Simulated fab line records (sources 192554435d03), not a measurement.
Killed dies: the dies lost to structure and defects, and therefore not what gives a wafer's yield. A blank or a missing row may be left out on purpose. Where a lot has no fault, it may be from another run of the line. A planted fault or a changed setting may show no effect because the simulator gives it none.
Which tool is to blame? + flow n5_finfet + route of 1938 steps, sampled at 1 step: 12 lots, 33 wafers

## WHAT EACH GAUGE READ, for each wafer
N5_BEOL_M10_CD_MEAS_28: target cd 70 nm. Usual: 69.7 nm for cd_nm, sd 1.
| lot  | measured     | on        | cd_nm (nm)     | flag |
|------|--------------|-----------|----------------|------|
| L432 | day 9 23:56  | cd_sem-03 | 71.2 71.5 71.0 |      |
| L433 | day 10 06:10 | cd_sem-01 | 70.1 70.0 69.8 |      |
| L435 | day 10 14:45 | cd_sem-01 | 68.8 68.3 68.6 |      |
| L437 | day 10 23:52 | cd_sem-01 | 67.8 67.9 67.6 |      |
| L440 | day 12 00:01 | cd_sem-02 | 69.0 69.9      |      |
| L441 | day 12 20:40 | cd_sem-01 | 70.4 71.3      |      |
| L444 | day 13 07:53 | cd_sem-01 | 70.2 70.2      |      |
| L445 | day 13 14:04 | cd_sem-02 | 70.1 68.2 69.2 |      |
| L451 | day 14 19:33 | cd_sem-03 | 71.9 71.1 70.1 |      |
| L452 | day 15 23:08 | cd_sem-01 | 68.5 69.4 68.8 |      |
| L453 | day 16 06:26 | cd_sem-03 | 69.9 71.6 70.1 |      |
| L455 | day 16 19:26 | cd_sem-03 | 70.8 70.1 70.1 |      |

## EACH LOT AND THE TOOL THAT RAN IT (in order: tool; ch and the chambers of the sampled wafers; start)
There is no process step in the record ahead of these readings.

## AS READ BY THE TOOLS THEMSELVES (means over the sampled wafers that have a number; for cases with no such wafer, the mark the record gives instead)
The record holds no such reading with a usual standard deviation.

## THE ANSWER, worked out from the rows above alone
Rule: a lot counts as off when the mean over its wafers that have a number is more than 3 standard deviations away from the usual mean. Also off: a lot with no number at a reading for which 4 or more lots have one. The other lots that the step has rows for count as sound. First the gauges in route order, then the tools' own readings, where a lot's mean is used as printed above. The first step at which some lot is off is used, and at that step the reading that is off furthest; a lot without a number counts as furthest.
Nothing can be told from this: no lot is off at any reading shown.

## WHAT THE SIMULATOR PUT IN
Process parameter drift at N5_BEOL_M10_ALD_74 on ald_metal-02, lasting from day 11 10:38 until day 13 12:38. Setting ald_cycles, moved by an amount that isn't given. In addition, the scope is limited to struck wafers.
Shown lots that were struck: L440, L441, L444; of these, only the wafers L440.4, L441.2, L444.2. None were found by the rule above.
